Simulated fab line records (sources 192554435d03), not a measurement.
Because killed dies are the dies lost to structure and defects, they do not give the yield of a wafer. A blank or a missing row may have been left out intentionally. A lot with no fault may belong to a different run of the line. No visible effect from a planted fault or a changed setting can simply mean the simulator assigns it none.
fab line records	flow n5_finfet
record: lots: 7	wafers: 39
route steps=1938 shown FIN_SAQP@138 DUMMY_GATE@248 HKMG_FIN@449 BEOL_M0_SAQP@663
start_h: the number of hours between the record's first day and the start of the first shown wafer of the lot	wait_h: hours since the lot's step before	" unchanged from the row above	L1.1+2: a row that stands for several wafers	- no value present, or no start provided	* or withheld: withheld	< > ~ a bound
route shown NAME@n: names a module that has steps shown in the file, with the first one's number in the route	usual: average and standard deviation across the fault-free wafers	same: alike in all rows	chamber/n: place in a boat	sites: the reading at each site	_std_site: how widely they spread, as a standard deviation	_edge_site: mean of outer sites minus mean of inner sites	radius_mm: for every site, how far away it sits from the centre of the wafer	mask NAME#n: copy n	behind: the last tool/chamber to shape the wafer	hold: cause of the lot's hold/its duration in hours/its outcome	device: the n, p or np transistor that did not switch	end of line: tests run on the same wafers once the route is complete	a step without rows: its recipe alone	killed: not the wafer's yield, but the dies lost to structure and defects at the first sort	map: the dies of a wafer, with x for killed, . for not killed, _ for no die there
set.NAME: the run value of the setting; set.NAME@STEP: its run value at that earlier step	model.NAME: the simulator's own value behind a step, which no gauge read
lots with deliberately changed settings; one table per step, one row per wafer
== steps ==
step: N5_FIN_SAQP_SPACER2_ALD_28
recipe: material: SiO2	target_thk_a: 81	temp_c: 300	ald_precursor_family: BDEAS	ald_co_reactant: O2-plasma	pulse_time_s: 1	purge_time_s: 2	co_reactant_purge_time_s: 2	pressure_torr: 2
lot.wafer	tool	chamber	start_h	wait_h	set.target_thk_a	model.SiO2_of_FIN_SAQP_SPACER2_ALD_28.thk_nm
L076.1+3	ald_sin-03	2,0	36.76	0.1	94.66	9.6
L076.2+4+6	"	3,1,2	"	"	81	8.2
L076.5	"	1	"	"	94.66	9.4
L077.2+6	ald_sin-02	1	45.08	0.1	81	8
L077.3	"	0	"	"	81	8.2
L083.1+3+4	ald_sin-03	0,3,3	80.16	0.1	39.81	4
L083.2+5+6	"	1,0,1	"	"	81	8
L085.1+3	ald_sin-04	2,3	93.70	1.5	81	8
L085.2+4+5+6	"	1,0,0,1	"	"	81	8.2
L090.1+3	ald_sin-03	2,1	121.48	0.1	81	8
L090.2+5+6	"	0,0,1	"	"	114.2	11.4
L090.4	"	3	"	"	81	8.2
L091.1+2	ald_sin-02	1,0	127.15	0.1	103.1	10.4
L091.3	"	2	"	"	103.1	10.2
L091.4+5+6	"	3,0,1	"	"	81	8.2
L096.1+5	ald_sin-03	3,0	157.94	0.1	81	8.2
L096.2+3	"	1,0	"	"	109.8	11
L096.4	"	2	"	"	81	8
L096.6	"	1	"	"	109.8	10.8
step: N5_FIN_SAQP_SPACER2_ETCHBACK_29
recipe: chemistry: CHF3/O2	mode: anisotropic_etchback	target: SiO2	target_depth_a: 122	time_s: 6.1	pressure_mtorr: 30	source_w: 650	bias_w: 170	Ar_flow_sccm: 200	CHF3_flow_sccm: 50	O2_flow_sccm: 5	ion_energy_ev: 200
step: N5_FIN_SAQP_MANDREL2_REMOVE_60
recipe: chemistry: HBr/Cl2/O2	bt_time_s: 10	target: a-Si	stop_on: SiNx	endpoint: OES-SiCl	over_etch_frac: 1	icp_w: 600	bias_w: 22	HBr_flow_sccm: 150	Cl2_flow_sccm: 80	O2_flow_sccm: 5	pressure_mtorr: 10
lot.wafer	tool	chamber	start_h	wait_h	set.target_thk_a@FIN_SAQP_SPACER2_ALD_28	model.FIN_SAQP.cd_nm
L076.1+5	rie_si-06	1	37.33	0.1	94.66	9.4
L076.2	"	0	"	"	81	8.2
L076.3	"	2	"	"	94.66	9.6
L076.4+6	"	3,0	"	"	81	8
L077.2+6	rie_si-04	0,3	45.56	0.1	81	8
L077.3	"	1	"	"	81	8.2
L083.1+3	rie_si-04	1,3	80.58	0.1	39.81	4
L083.2+6	"	0	"	"	81	8
L083.4	"	2	"	"	39.81	3.8
L083.5	"	3	"	"	81	8.2
L085.1+4+5	rie_si-04	3,0,0	94.12	0.1	81	8
L085.2+6	"	1,3	"	"	81	8.2
L085.3	"	2	"	"	81	7.8
L090.1+3	rie_si-03	0,3	121.89	0.1	81	8.2
L090.2+5	"	2,1	"	"	114.2	11.6
L090.4	"	1	"	"	81	8.4
L090.6	"	2	"	"	114.2	11.4
L091.1+2+3	rie_si-03	2,1,0	127.56	0.1	103.1	10.4
L091.4+5	"	3,2	"	"	81	8.2
L091.6	"	1	"	"	81	8
L096.1+5	rie_si-03	2	158.61	0.1	81	8.2
L096.2	"	0	"	"	109.8	11.2
L096.3	"	3	"	"	109.8	11
L096.4	"	1	"	"	81	8
L096.6	"	1	"	"	109.8	10.8
step: N5_FIN_SAQP_CD_MEAS_31
recipe: target_cd_nm: 8	landing_energy_ev: 1000	detector: se_inlens	polarity: line
usual: cd_nm: 8.07/0.22
lot.wafer	tool	chamber	start_h	wait_h	set.target_thk_a@FIN_SAQP_SPACER2_ALD_28	cd_nm
L076.1	cd_sem-03	0	37.44	0.1	94.66	9.41
L076.2	"	0	"	"	81	8.08
L076.3	"	0	"	"	94.66	9.75
L076.4	"	0	"	"	81	7.95
L076.5	"	0	"	"	94.66	9.17
L076.6	"	0	"	"	81	8.04
L077.2	cd_sem-01	0	45.67	0.1	81	7.79
L077.3	"	0	"	"	81	8.14
L077.6	"	0	"	"	81	8.03
L083.1	cd_sem-01	0	80.69	0.1	39.81	3.77
L083.2	"	0	"	"	81	7.61
L083.3	"	0	"	"	39.81	3.91
L083.4	"	0	"	"	39.81	4.02
L083.5	"	0	"	"	81	8.11
L083.6	"	0	"	"	81	8.10
L085.1	cd_sem-01	0	94.22	0.1	81	7.97
L085.2	"	0	"	"	81	8.03
L085.3	"	0	"	"	81	7.75
L085.4	"	0	"	"	81	7.94
L085.5	"	0	"	"	81	7.98
L085.6	"	0	"	"	81	7.89
L090.1	cd_sem-03	0	122.00	0.1	81	8.19
L090.2	"	0	"	"	114.2	11.54
L090.3	"	0	"	"	81	7.99
L090.4	"	0	"	"	81	8.38
L090.5	"	0	"	"	114.2	11.59
L090.6	"	0	"	"	114.2	11.63
L091.1	cd_sem-03	0	127.67	0.1	103.1	10.44
L091.2	"	0	"	"	103.1	10.41
L091.3	"	0	"	"	103.1	10.36
L091.4	"	0	"	"	81	8.06
L091.5	"	0	"	"	81	8.26
L091.6	"	0	"	"	81	7.98
L096.1	cd_sem-01	0	158.72	0.1	81	8.24
L096.2	"	0	"	"	109.8	11.05
L096.3	"	0	"	"	109.8	10.93
L096.4	"	0	"	"	81	8.01
L096.5	"	0	"	"	81	7.94
L096.6	"	0	"	"	109.8	10.71
step: N5_FIN_SAQP_HM_OPEN_33
recipe: chemistry: CH3F/O2	target: SiNx	mask_material: SiO2	target_depth_a: 494	time_s: 70.6	pressure_mtorr: 30	source_w: 395	bias_w: 73	Ar_flow_sccm: 150	CH3F_flow_sccm: 30	O2_flow_sccm: 20	ion_energy_ev: 120	ends: cleared
lot.wafer	tool	chamber	start_h	wait_h	set.target_thk_a@FIN_SAQP_SPACER2_ALD_28	model.FIN_SAQP.cd_nm
L076.1+3	rie_diel-01	1,3	37.49	0.0	94.66	9.6
L076.2	"	0	"	"	81	8.2
L076.4+6	"	1,0	"	"	81	8
L076.5	"	3	"	"	94.66	9.4
L077.2	rie_diel-04	2	45.92	0.2	81	7.8
L077.3+6	"	3,2	"	"	81	8
L083.1+3+4	rie_diel-04	1,3,0	80.98	0.3	39.81	4
L083.2	"	2	"	"	81	7.8
L083.5+6	"	2,1	"	"	81	8
L085.1+3+4+5	rie_diel-01	3,1,0,3	94.27	0.0	81	8
L085.2+6	"	2,0	"	"	81	8.2
L090.1+4	rie_diel-06	1,3	122.05	0.0	81	8.4
L090.2+6	"	2,0	"	"	114.2	11.4
L090.3	"	0	"	"	81	8.2
L090.5	"	3	"	"	114.2	11.6
L091.1+2+3	rie_diel-06	2,0,3	127.74	0.1	103.1	10.4
L091.4	"	1	"	"	81	8.4
L091.5+6	"	1,0	"	"	81	8.2
L096.1	rie_diel-01	3	158.77	0.0	81	8.4
L096.2+3	"	0,2	"	"	109.8	11.2
L096.4+5	"	1,0	"	"	81	8.2
L096.6	"	1	"	"	109.8	11
step: N5_FIN_SAQP_ETCH_34
recipe: chemistry: C4F6/O2	target: SiO2	target_depth_a: 450	time_s: 15	ion_energy_ev: 250	pressure_mtorr: 30	source_w: 345	bias_w: 185	Ar_flow_sccm: 300	C4F6_flow_sccm: 10	O2_flow_sccm: 10	ends: cleared
lot.wafer	tool	chamber	start_h	wait_h	set.target_thk_a@FIN_SAQP_SPACER2_ALD_28	model.FIN_SAQP.cd_nm
L076.1	rie_diel-01	1	37.56	0.0	94.66	9.6
L076.2+4+6	"	0,1,0	"	"	81	8
L076.3+5	"	3	"	"	94.66	9.4
L077.2+6	rie_diel-04	2	45.99	0.0	81	7.8
L077.3	"	3	"	"	81	8
L083.1+4	rie_diel-04	1,0	81.05	0.0	39.81	4
L083.2	"	2	"	"	81	7.8
L083.3	"	3	"	"	39.81	3.8
L083.5+6	"	2,1	"	"	81	8
L085.1+3+5+6	rie_diel-01	3,1,3,0	94.34	0.0	81	8
L085.2	"	2	"	"	81	8.2
L085.4	"	0	"	"	81	7.8
L090.1+4	rie_diel-06	1,3	122.12	0.0	81	8.4
L090.2	"	2	"	"	114.2	11.6
L090.3	"	0	"	"	81	8.2
L090.5	"	3	"	"	114.2	11.8
L090.6	"	0	"	"	114.2	11.4
L091.1+2+3	rie_diel-06	2,0,3	127.81	0.0	103.1	10.6
L091.4+5	"	1	"	"	81	8.4
L091.6	"	0	"	"	81	8.2
L096.1	rie_diel-01	3	158.84	0.0	81	8.4
L096.2+3+6	"	0,2,1	"	"	109.8	11
L096.4	"	1	"	"	81	8.2
L096.5	"	0	"	"	81	8
step: N5_FIN_SAQP_STRIP_77
recipe: chemistry: N2/H2	time_s: 90	power_w: 100	temp_c: 40	pressure_mtorr: 100	rf_frequency_hz: 6e+07	bias_power_w: 3	n2_flow_sccm: 300	h2_flow_sccm: 300
step: N5_FIN_SAQP_HM_CD_35
recipe: target_cd_nm: 8	polarity: line
usual: cd_nm: 8.12/0.28
lot.wafer	tool	chamber	start_h	wait_h	set.target_thk_a@FIN_SAQP_SPACER2_ALD_28	cd_nm
L076.1	cd_sem-03	-	37.70	0.1	94.66	9.66
L076.2	"	-	"	"	81	7.59
L076.3	"	-	"	"	94.66	9.85
L076.4	"	-	"	"	81	7.81
L076.5	"	-	"	"	94.66	9.52
L076.6	"	-	"	"	81	8.03
L077.2	cd_sem-02	-	46.14	0.1	81	8.15
L077.3	"	-	"	"	81	8.02
L077.6	"	-	"	"	81	8.50
L083.1	cd_sem-01	-	81.19	0.1	39.81	3.83
L083.2	"	-	"	"	81	7.99
L083.3	"	-	"	"	39.81	4.10
L083.4	"	-	"	"	39.81	3.63
L083.5	"	-	"	"	81	8.07
L083.6	"	-	"	"	81	8.18
L085.1	cd_sem-02	-	94.49	0.1	81	8.36
L085.2	"	-	"	"	81	8.16
L085.3	"	-	"	"	81	8.11
L085.4	"	-	"	"	81	7.36
L085.5	"	-	"	"	81	8.11
L085.6	"	-	"	"	81	8.20
L090.1	cd_sem-01	-	122.27	0.1	81	8.06
L090.2	"	-	"	"	114.2	11.60
L090.3	"	-	"	"	81	8.14
L090.4	"	-	"	"	81	8.74
L090.5	"	-	"	"	114.2	12.15
L090.6	"	-	"	"	114.2	11.55
L091.1	cd_sem-02	-	127.95	0.1	103.1	10.57
L091.2	"	-	"	"	103.1	10.50
L091.3	"	-	"	"	103.1	10.42
L091.4	"	-	"	"	81	8.35
L091.5	"	-	"	"	81	8.51
L091.6	"	-	"	"	81	8.10
L096.1	cd_sem-02	-	158.99	0.1	81	8.24
L096.2	"	-	"	"	109.8	11.11
L096.3	"	-	"	"	109.8	11.17
L096.4	"	-	"	"	81	7.90
L096.5	"	-	"	"	81	8.04
L096.6	"	-	"	"	109.8	10.72
step: N5_FIN_SAQP_ETCH_64
recipe: chemistry: CF4	target: SiO2	target_depth_a: 15	ion_energy_ev: 350	pressure_mtorr: 10	icp_w: 800	bias_w: 400	cf4_flow_sccm: 80
lot.wafer	tool	chamber	start_h	wait_h	set.target_thk_a@FIN_SAQP_SPACER2_ALD_28	model.FIN_SAQP.cd_nm
L076.1+3	rie_si-03	2,3	37.75	0.0	94.66	9.6
L076.2+4	"	0,1	"	"	81	8
L076.5	"	1	"	"	94.66	9.4
L076.6	"	2	"	"	81	7.8
L077.2	rie_si-03	2	46.18	0.0	81	7.8
L077.3+6	"	3	"	"	81	8
L083.1+3+4	rie_si-03	0,2,1	81.24	0.0	39.81	3.8
L083.2+5+6	"	3,3,0	"	"	81	8
L085.1+3+5	rie_si-03	1,3,1	94.54	0.0	81	8
L085.2	"	0	"	"	81	8.2
L085.4	"	2	"	"	81	7.6
L085.6	"	2	"	"	81	7.8
L090.1	rie_si-03	0	122.32	0.0	81	8.4
L090.2	"	2	"	"	114.2	11.6
L090.3	"	1	"	"	81	8.2
L090.4	"	3	"	"	81	8.6
L090.5	"	3	"	"	114.2	11.8
L090.6	"	2	"	"	114.2	11.4
L091.1	rie_si-06	1	128.00	0.0	103.1	10.6
L091.2	"	3	"	"	103.1	10.4
L091.3	"	0	"	"	103.1	10.8
L091.4+5	"	2,1	"	"	81	8.4
L091.6	"	2	"	"	81	8.2
L096.1	rie_si-04	2	159.04	0.0	81	8.4
L096.2	"	1	"	"	109.8	11
L096.3+6	"	0,2	"	"	109.8	11.2
L096.4	"	3	"	"	81	8.2
L096.5	"	1	"	"	81	8
step: N5_FIN_SAQP_FIN_ETCH_36
recipe: chemistry: HBr/Cl2/O2	target_depth_a: 1200	mask_material: SiNx	time_s: 50.4	bias_w: 102	pressure_mtorr: 10	icp_w: 800	HBr_flow_sccm: 150	Cl2_flow_sccm: 80	O2_flow_sccm: 12
step: N5_FIN_SAQP_CD_MEAS_37
recipe: target_cd_nm: 8	polarity: line
usual: cd_nm: 8.10/0.27
lot.wafer	tool	chamber	start_h	wait_h	set.target_thk_a@FIN_SAQP_SPACER2_ALD_28	cd_nm
L076.1	cd_sem-03	-	37.89	0.1	94.66	9.52
L076.2	"	-	"	"	81	7.88
L076.3	"	-	"	"	94.66	9.81
L076.4	"	-	"	"	81	7.90
L076.5	"	-	"	"	94.66	9.52
L076.6	"	-	"	"	81	7.94
L077.2	cd_sem-03	-	46.32	0.1	81	7.86
L077.3	"	-	"	"	81	8.22
L077.6	"	-	"	"	81	8.04
L083.1	cd_sem-02	-	81.38	0.1	39.81	3.85
L083.2	"	-	"	"	81	7.93
L083.3	"	-	"	"	39.81	4.03
L083.4	"	-	"	"	39.81	4.08
L083.5	"	-	"	"	81	7.99
L083.6	"	-	"	"	81	8.02
L085.1	cd_sem-01	-	94.68	0.1	81	7.88
L085.2	"	-	"	"	81	7.98
L085.3	"	-	"	"	81	7.68
L085.4	"	-	"	"	81	7.84
L085.5	"	-	"	"	81	7.95
L085.6	"	-	"	"	81	7.95
L090.1	cd_sem-03	-	122.46	0.1	81	8.63
L090.2	"	-	"	"	114.2	11.67
L090.3	"	-	"	"	81	8.18
L090.4	"	-	"	"	81	8.62
L090.5	"	-	"	"	114.2	11.48
L090.6	"	-	"	"	114.2	11.56
L091.1	cd_sem-02	-	128.14	0.1	103.1	10.62
L091.2	"	-	"	"	103.1	10.41
L091.3	"	-	"	"	103.1	10.66
L091.4	"	-	"	"	81	8.63
L091.5	"	-	"	"	81	8.38
L091.6	"	-	"	"	81	8.24
L096.1	cd_sem-03	-	159.17	0.1	81	8.41
L096.2	"	-	"	"	109.8	10.84
L096.3	"	-	"	"	109.8	10.56
L096.4	"	-	"	"	81	7.88
L096.5	"	-	"	"	81	8.20
L096.6	"	-	"	"	109.8	10.94
step: N5_DUMMY_GATE_ETCH_44
recipe: chemistry: HBr/O2	over_etch_frac: 0.7	target_depth_a: 1275	stop_on: SiO2	ion_energy_ev: 60	bias_w: 20	target: poly-Si	mask_material: SiO2	pressure_mtorr: 20	icp_w: 400	HBr_flow_sccm: 120	O2_flow_sccm: 10
usual: oes_product_au: 0.729/0.012
lot.wafer	tool	chamber	start_h	wait_h	set.target_depth_a	oes_product_au
L076.1	rie_si-05	1	58.19	0.0	1275	0.710
L076.2	"	0	"	"	1275	0.709
L076.3	"	2	"	"	1275	0.715
L076.4	"	3	"	"	551.3	0.993
L076.5	"	1	"	"	551.3	0.977
L076.6	"	2	"	"	551.3	0.988
L077.2	rie_si-01	3	66.81	0.0	1275	0.713
L077.3	"	2	"	"	1275	0.717
L077.6	"	1	"	"	1275	0.753
L083.1	rie_si-02	1	103.21	0.0	1275	0.736
L083.2	"	3	"	"	1275	0.745
L083.3	"	0	"	"	852.4	0.935
L083.4	"	2	"	"	1275	0.733
L083.5	"	1	"	"	852.4	0.929
L083.6	"	2	"	"	852.4	0.908
L085.1	rie_si-02	2	115.66	0.0	1275	0.744
L085.2	"	0	"	"	1275	0.748
L085.3	"	3	"	"	1570	0.670
L085.4	"	1	"	"	1570	0.684
L085.5	"	3	"	"	1570	0.677
L085.6	"	0	"	"	1275	0.726
L090.1	rie_si-01	2	142.88	0.0	1275	0.701
L090.2	"	1	"	"	1275	0.729
L090.3	"	3	"	"	1275	0.713
L090.4	"	0	"	"	1275	0.721
L090.5	"	1	"	"	1275	0.743
L090.6	"	2	"	"	1275	0.720
L091.1	rie_si-02	3	149.02	0.0	1275	0.742
L091.2	"	2	"	"	1275	0.728
L091.3	"	0	"	"	1713	0.626
L091.4	"	1	"	"	1713	0.639
L091.5	"	2	"	"	1275	0.736
L091.6	"	3	"	"	1713	0.645
L096.1	rie_si-02	1	179.04	0.0	1275	0.748
L096.2	"	3	"	"	1275	0.743
L096.3	"	0	"	"	1275	0.723
L096.4	"	2	"	"	1275	0.743
L096.5	"	0	"	"	1275	0.733
L096.6	"	1	"	"	1275	0.726
step: N5_HKMG_FIN_ALD_71
recipe: material: TiN	target_thk_a: 10	temp_c: 400	ald_precursor_family: TiCl4	ald_co_reactant: NH3	pulse_time_s: 1	purge_time_s: 3	co_reactant_purge_time_s: 2	co_reactant_pulse_time_s: 2	ald_cycles: 47	pressure_torr: 3
lot.wafer	tool	chamber	start_h	wait_h	set.ald_cycles	model.TiN_of_HKMG_FIN_ALD_71.thk_nm
L076.1+3	ald_metal-04	3,1	87.85	0.0	33	0.8
L076.2+4+5	"	2,0,1	"	"	47	1
L076.6	"	0	"	"	33	0.6
L077.2+3+6	ald_metal-02	0,2,0	96.57	0.0	47	1
L083.1+4+5	ald_metal-02	3,0,3	132.48	0.0	47	1
L083.2+3+6	"	1,2,0	"	"	62	1.4
L085.1+3+4	ald_metal-03	2,1,3	144.84	0.0	47	1
L085.2+5+6	"	0,2,1	"	"	68	1.4
L090.1+3+6	ald_metal-02	3,1,0	172.23	0.0	47	1
L090.2+4+5	"	2,0,1	"	"	72	1.6
L091.1+2+3+4+5+6	ald_metal-02	3,1,0,1,3,0	177.72	0.0	47	1
L096.1+3+6	ald_metal-03	3,1,2	209.83	0.0	47	1
L096.2+4+5	"	0,2,3	"	"	55	1.2
step: N5_BEOL_M0_SAQP_SPACER1_ALD_98
recipe: material: SiO2	target_thk_a: 128	temp_c: 300	ald_precursor_family: BDEAS	ald_co_reactant: O2-plasma	pulse_time_s: 1	purge_time_s: 2	co_reactant_purge_time_s: 2	ald_cycles: 138	pressure_torr: 2
lot.wafer	tool	chamber	start_h	wait_h	set.ald_cycles	model.SiO2_of_BEOL_M0_SAQP_SPACER1_ALD_98.thk_nm
L076.1+2+6	ald_sin-01	2,0,0	118.84	0.3	183	17
L076.3	"	1	"	"	138	12.6
L076.4+5	"	3	"	"	138	12.8
L077.2+3+6	ald_sin-03	2,0,1	127.99	0.3	138	12.8
L083.1+2+3	ald_sin-04	2,1,0	162.88	0.3	108	10
L083.4+5+6	"	3,2,1	"	"	138	12.8
L085.1	ald_sin-03	3	177.36	0.8	138	13
L085.2+3	"	2,0	"	"	138	12.8
L085.4+5+6	"	1,2,3	"	"	112	10.4
L090.1+3+5	ald_sin-01	1,2,2	200.19	0.3	138	12.8
L090.2+4+6	"	0,3,1	"	"	209	19.4
L091.1+2+4	ald_sin-03	0,1,3	207.83	0.3	76	7
L091.3+5+6	"	2,0,3	"	"	138	12.8
L096.1+2	ald_sin-04	1,0	241.76	1.1	138	12.8
L096.3+5	"	0,1	"	"	77	7.2
L096.4	"	1	"	"	138	13
L096.6	"	0	"	"	77	7
step: N5_BEOL_M0_SAQP_SPACER1_ETCHBACK_99
recipe: chemistry: CHF3/O2	mode: anisotropic_etchback	target: SiO2	target_depth_a: 154	time_s: 7.7	pressure_mtorr: 30	source_w: 650	bias_w: 170	Ar_flow_sccm: 200	CHF3_flow_sccm: 50	O2_flow_sccm: 5	ion_energy_ev: 200
step: N5_BEOL_M0_SAQP_MANDREL1_REMOVE_100
recipe: chemistry: HBr/Cl2/O2	bt_time_s: 10	target: a-Si	stop_on: SiNx	endpoint: OES-SiCl	over_etch_frac: 0.85	icp_w: 600	bias_w: 30	HBr_flow_sccm: 150	Cl2_flow_sccm: 80	O2_flow_sccm: 5	pressure_mtorr: 10
lot.wafer	tool	chamber	start_h	wait_h	set.ald_cycles@BEOL_M0_SAQP_SPACER1_ALD_98	model.BEOL_M0_SAQP.cd_nm	model.SiO2_of_BEOL_M0_SAQP_SPACER1_ALD_98.thk_nm
L076.1+2	rie_si-05	2,0	119.40	0.1	183	16.8	11.6
L076.3	"	3	"	"	138	12.8	7.4
L076.4	"	1	"	"	138	12.4	7.4
L076.5	"	0	"	"	138	12.6	7.4
L076.6	"	3	"	"	183	17	11.6
L077.2	rie_si-05	2	128.55	0.1	138	12.8	7.4
L077.3+6	"	1,0	"	"	138	12.6	7.4
L083.1+2	rie_si-01	0,1	163.44	0.1	108	10	4.6
L083.3	"	2	"	"	108	10.2	4.6
L083.4	"	3	"	"	138	12.8	7.4
L083.5	"	1	"	"	138	12.6	7.4
L083.6	"	2	"	"	138	13	7.4
L085.1	rie_si-02	3	177.92	0.1	138	13	7.6
L085.2	"	2	"	"	138	12.8	7.4
L085.3	"	0	"	"	138	12.6	7.4
L085.4+5	"	1,0	"	"	112	10.4	5
L085.6	"	1	"	"	112	10.6	5.2
L090.1	rie_si-05	0	200.75	0.1	138	12.6	7.4
L090.2+4	"	1,2	"	"	209	19.2	14
L090.3	"	3	"	"	138	12.8	7.4
L090.5	"	2	"	"	138	12.4	7.4
L090.6	"	3	"	"	209	19.4	14
L091.1+4	rie_si-02	0,1	208.39	0.1	76	7	3.2
L091.2	"	2	"	"	76	6.8	3.2
L091.3+5+6	"	3,3,2	"	"	138	12.8	7.4
L096.1+4	rie_si-01	3,2	242.61	0.1	138	13	7.6
L096.2	"	1	"	"	138	12.8	7.4
L096.3	"	0	"	"	77	7.4	3.2
L096.5	"	2	"	"	77	7.2	3.4
L096.6	"	1	"	"	77	7	3.2
step: N5_BEOL_M0_SAQP_CD_MEAS_25
recipe: target_cd_nm: 13.1	landing_energy_ev: 1000	detector: se_inlens
usual: cd_nm: 12.75/0.26
lot.wafer	tool	chamber	start_h	wait_h	set.ald_cycles@BEOL_M0_SAQP_SPACER1_ALD_98	cd_nm
L076.1	cd_sem-01	0	119.51	0.1	183	16.82
L076.2	"	0	"	"	183	16.91
L076.3	"	0	"	"	138	12.95
L076.4	"	0	"	"	138	12.47
L076.5	"	0	"	"	138	12.38
L076.6	"	0	"	"	183	17.34
L077.2	cd_sem-01	0	128.66	0.1	138	12.76
L077.3	"	0	"	"	138	12.88
L077.6	"	0	"	"	138	12.57
L083.1	cd_sem-01	0	163.55	0.1	108	9.88
L083.2	"	0	"	"	108	10.13
L083.3	"	0	"	"	108	10.24
L083.4	"	0	"	"	138	12.98
L083.5	"	0	"	"	138	12.37
L083.6	"	0	"	"	138	12.99
L085.1	cd_sem-03	0	178.03	0.1	138	13.33
L085.2	"	0	"	"	138	12.62
L085.3	"	0	"	"	138	12.41
L085.4	"	0	"	"	112	9.98
L085.5	"	0	"	"	112	10.30
L085.6	"	0	"	"	112	10.57
L090.1	cd_sem-02	0	200.86	0.1	138	12.42
L090.2	"	0	"	"	209	19.14
L090.3	"	0	"	"	138	12.73
L090.4	"	0	"	"	209	19.16
L090.5	"	0	"	"	138	12.48
L090.6	"	0	"	"	209	19.05
L091.1	cd_sem-01	0	208.50	0.1	76	6.90
L091.2	"	0	"	"	76	7.27
L091.3	"	0	"	"	138	12.86
L091.4	"	0	"	"	76	7.25
L091.5	"	0	"	"	138	12.57
L091.6	"	0	"	"	138	12.63
L096.1	cd_sem-02	0	242.72	0.1	138	13.34
L096.2	"	0	"	"	138	12.39
L096.3	"	0	"	"	77	7.01
L096.4	"	0	"	"	138	13.05
L096.5	"	0	"	"	77	7.09
L096.6	"	0	"	"	77	7.45
== key ==
split: step: N5_FIN_SAQP_SPACER2_ALD_28	setting: target_thk_a	stated: 81	by: wafer
response: step: N5_FIN_SAQP_SPACER2_ALD_28	reading: model.SiO2_of_FIN_SAQP_SPACER2_ALD_28.thk_nm	change: +0.0793	per: 1%	r: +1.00
response: step: N5_FIN_SAQP_MANDREL2_REMOVE_60	reading: model.FIN_SAQP.cd_nm	change: +0.081	per: 1%	r: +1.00
response: step: N5_FIN_SAQP_CD_MEAS_31	reading: cd_nm	change: +0.0812	per: 1%	r: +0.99
response: step: N5_FIN_SAQP_HM_OPEN_33	reading: model.FIN_SAQP.cd_nm	change: +0.0783	per: 1%	r: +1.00
response: step: N5_FIN_SAQP_ETCH_34	reading: model.FIN_SAQP.cd_nm	change: +0.0798	per: 1%	r: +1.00
response: step: N5_FIN_SAQP_HM_CD_35	reading: cd_nm	change: +0.0842	per: 1%	r: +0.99
response: step: N5_FIN_SAQP_ETCH_64	reading: model.FIN_SAQP.cd_nm	change: +0.082	per: 1%	r: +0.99
response: step: N5_FIN_SAQP_CD_MEAS_37	reading: cd_nm	change: +0.0778	per: 1%	r: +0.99
split: step: N5_DUMMY_GATE_ETCH_44	setting: target_depth_a	stated: 1275	by: wafer
response: step: N5_DUMMY_GATE_ETCH_44	reading: oes_product_au	change: -0.00441	per: 1%	r: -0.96
split: step: N5_HKMG_FIN_ALD_71	setting: ald_cycles	stated: 47	by: wafer
response: step: N5_HKMG_FIN_ALD_71	reading: model.TiN_of_HKMG_FIN_ALD_71.thk_nm	change: +0.0105	per: 1%	r: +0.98
split: step: N5_BEOL_M0_SAQP_SPACER1_ALD_98	setting: ald_cycles	stated: 138	by: wafer
response: step: N5_BEOL_M0_SAQP_SPACER1_ALD_98	reading: model.SiO2_of_BEOL_M0_SAQP_SPACER1_ALD_98.thk_nm	change: +0.129	per: 1%	r: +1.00
response: step: N5_BEOL_M0_SAQP_MANDREL1_REMOVE_100	reading: model.BEOL_M0_SAQP.cd_nm	change: +0.13	per: 1%	r: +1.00
response: step: N5_BEOL_M0_SAQP_MANDREL1_REMOVE_100	reading: model.SiO2_of_BEOL_M0_SAQP_SPACER1_ALD_98.thk_nm	change: +0.113	per: 1%	r: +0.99
response: step: N5_BEOL_M0_SAQP_CD_MEAS_25	reading: cd_nm	change: +0.128	per: 1%	r: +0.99
